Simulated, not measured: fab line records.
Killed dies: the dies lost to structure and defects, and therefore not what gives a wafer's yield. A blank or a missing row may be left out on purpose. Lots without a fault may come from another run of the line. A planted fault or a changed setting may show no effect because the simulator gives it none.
Chamber matching	flow nandHarc	rieDiel-04 running NHARC_A_STAIRCASE_DESCUM_312: 4 sister chambers
The step chemistry O2, time 3 s. 16 wafers are shown with their chamber, then 8 later ones without.

WAFERS PAIRED WITH THEIR CHAMBERS
wafer	chamber	drypumpMotorCurrentA (A)	showerheadPlenumPTorr (Torr)	oesProductAu (a.u.)
L074.2	2	5.7	1.95	1.000
L074.3	1	5.3	2.03	0.993
L074.5	0	5.2	1.95	0.992
L076.1	1	5.3	2.03	1.018
L076.2	3	6.4	1.87	0.981
L076.4	2	5.7	1.95	1.024
L078.1	0	5.2	1.94	1.006
L078.3	2	5.7	1.95	1.010
L078.5	2	5.7	1.95	0.995
L080.1	3	6.4	1.86	0.979
L080.2	0	5.2	1.94	0.990
L080.3	2	5.6	1.95	0.997
L079.1	0	5.2	1.94	1.003
L079.2	1	5.3	2.03	1.006
L079.4	2	5.7	1.94	1.006
L084.1	3	6.5	1.86	0.996

SIGNATURES (means of the wafers above)
reading	chamber 0	chamber 1	chamber 2	chamber 3	scatter within a chamber
drypumpMotorCurrentA	5.200	5.300	5.683	6.433	0.0354
showerheadPlenumPTorr	1.9425	2.0300	1.9483	1.8633	0.00433
oesProductAu	0.99775	1.00567	1.00533	0.98533	0.0102
Rule: a wafer lies at a distance from a chamber equal to the root of the sum of squares, over the readings, of (its reading less the chamber's mean, divided by the reading's scatter). The wafer belongs to the nearest chamber; if the next one is less than 2 further off, it can't be placed. The scatter is the square root of a quotient: the sum, over the shown wafers, of each reading's squared deviation from its chamber's mean, divided by wafers minus chambers.

WAFERS WHOSE CHAMBER IS MISSING
wafer	drypumpMotorCurrentA (A)	showerheadPlenumPTorr (Torr)	oesProductAu (a.u.)
L084.2	5.2	1.94	0.995
L084.4	5.3	2.02	0.995
L085.1	5.3	2.02	0.998
L085.4	5.6	1.94	1.003
L085.6	5.3	2.02	0.997
L096.1	5.3	2.01	0.978
L096.2	5.6	1.93	0.997
L096.3	6.4	1.85	0.984

WHICH CHAMBER EACH WENT THROUGH
wafer	from the rows above	in truth
L084.2	0	0
L084.4	1	1
L085.1	1	1
L085.4	2	2
L085.6	1	1
L096.1	1	1
L096.2	2	2
L096.3	3	3
Correct placement for 8 of the 8. Left unplaced by these rows: 0. Placed wrongly: 0.
